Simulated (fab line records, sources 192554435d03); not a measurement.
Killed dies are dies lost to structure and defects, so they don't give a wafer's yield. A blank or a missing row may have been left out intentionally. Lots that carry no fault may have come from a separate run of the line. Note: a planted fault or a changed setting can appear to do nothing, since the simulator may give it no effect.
Split-lot trial	flow n5Finfet	7 lots, 39 wafers read, on a route of 1938 steps

## THE SPLIT
At N5_BEOL_M13_ETCH_68 (etches SOC in N2/H2, time 355 s), the setting timeS was moved away from the recipe's 355 s on 18 of the 39 wafers read, by -54.9% to +47.8%. This setting was run at the recipe's value on the other wafers.

Reading taken at the split's own step.

## THE READING
SiARC_of_BEOL_M13_COAT_66.thkNm (the simulator's own value, which no gauge read), in nm, at N5_BEOL_M13_ETCH_68 (etches SOC in N2/H2, time 355 s). The file does not state a usual value for it. Across the 21 wafers here that went through the recipe, the average is 77.1 nm and the standard deviation 0.9 nm.

wafer	tool, chamber at the split	timeS as run, s	against the recipe	SiARC_of_BEOL_M13_COAT_66.thkNm, nm	against lot-mates on the recipe
L074.1	rieDiel-06, 1	438.9	+23.6%	68.8	-7.5
L074.2	rieDiel-06, 3	355	recipe	76.4	-
L074.3	rieDiel-06, 0	438.9	+23.6%	69	-7.3
L074.4	rieDiel-06, 2	438.9	+23.6%	68	-8.3
L074.5	rieDiel-06, 2	355	recipe	76	-
L074.6	rieDiel-06, 3	355	recipe	76.6	-
L082.1	rieDiel-05, 0	250.3	-29.5%	87.2	+9.7
L082.2	rieDiel-05, 2	355	recipe	76.6	-
L082.3	rieDiel-05, 3	355	recipe	77.4	-
L082.4	rieDiel-05, 1	355	recipe	78.6	-
L082.5	rieDiel-05, 3	250.3	-29.5%	87	+9.5
L082.6	rieDiel-05, 2	250.3	-29.5%	86	+8.5
L086.1	rieDiel-06, 2	212.8	-40.1%	90	+13.4
L086.2	rieDiel-06, 3	355	recipe	76.6	-
L086.3	rieDiel-06, 0	212.8	-40.1%	90.8	+14.2
L086.4	rieDiel-06, 3	355	recipe	76.4	-
L086.5	rieDiel-06, 0	212.8	-40.1%	90.4	+13.8
L086.6	rieDiel-06, 2	355	recipe	76.8	-
L089.1	rieDiel-05, 2	524.8	+47.8%	60.4	-16.8
L089.2	rieDiel-05, 0	524.8	+47.8%	61.6	-15.6
L089.3	rieDiel-05, 1	355	recipe	78.6	-
L089.4	rieDiel-05, 3	355	recipe	76.8	-
L089.5	rieDiel-05, 2	355	recipe	76.2	-
L089.6	rieDiel-05, 1	524.8	+47.8%	63.6	-13.6
L093.1	rieDiel-06, 3	355	recipe	76.8	-
L093.5	rieDiel-06, 1	355	recipe	75.6	-
L093.6	rieDiel-06, 0	355	recipe	78	-
L094.1	rieDiel-05, 1	355	recipe	79.2	-
L094.2	rieDiel-05, 0	299.6	-15.6%	83.4	+5.3
L094.3	rieDiel-05, 3,0	355	recipe	77.6	-
L094.5	rieDiel-05, 3,0	355	recipe	77.6	-
L094.4	rieDiel-05, 2	299.6	-15.6%	82	+3.9
L094.6	rieDiel-05, 3	299.6	-15.6%	82.8	+4.7
L095.1	rieDiel-05, 3	355	recipe	77.4	-
L095.4	rieDiel-05, 3	355	recipe	77.4	-
L095.2	rieDiel-05, 1	160.1	-54.9%	95.6	+18.4
L095.5	rieDiel-05, 1	160.1	-54.9%	95.6	+18.4
L095.3	rieDiel-05, 2	160.1	-54.9%	95.4	+18.2
L095.6	rieDiel-05, 2	355	recipe	76.8	-
If several chambers appear in one row, that row covers several wafers at once and the file leaves open which wafer was in which chamber.

THE FIT
A straight line over all 39 wafers: SiARC_of_BEOL_M13_COAT_66.thkNm changes by -0.331 nm for each +1% of timeS; r = -0.99; the points scatter about the line by 0.87 nm.
The same after taking each lot's own level away (the mean of its wafers on the recipe; 39 wafers): -0.328 nm for each +1%; r = -1.00; scatter 0.76 nm.
Per that fit: largest timeS move, reading shift of 18 nm.
From 76.33 to 78.13 nm: that is the span of the lots' own levels, equal to 2.0 times the standard deviation above.
Consequently the slope shifts little with the lot-to-lot level, the two slopes agreeing.
Check: for one of the wafers moved furthest among these (-54.9%), held out of the fit, the line's prediction against its lot-mates is +18 nm. Against them it came out at +18.4 nm.

## THE OTHER SPLITS THESE WAFERS WENT THROUGH
Other splits were also applied to these wafers ahead of the reading. Each is held against what the fit with the lots' levels taken away leaves over:
other split on the same wafers	wafers away from the commonest value	r with SiARC_of_BEOL_M13_COAT_66.thkNm (lot level and that fit taken away)
N5_BEOL_M11_ETCH_41 timeS	12	-0.25

## THE FILE'S OWN FIT
SiARC_of_BEOL_M13_COAT_66.thkNm changes by -0.329 nm for each +1% of timeS, r = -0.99.
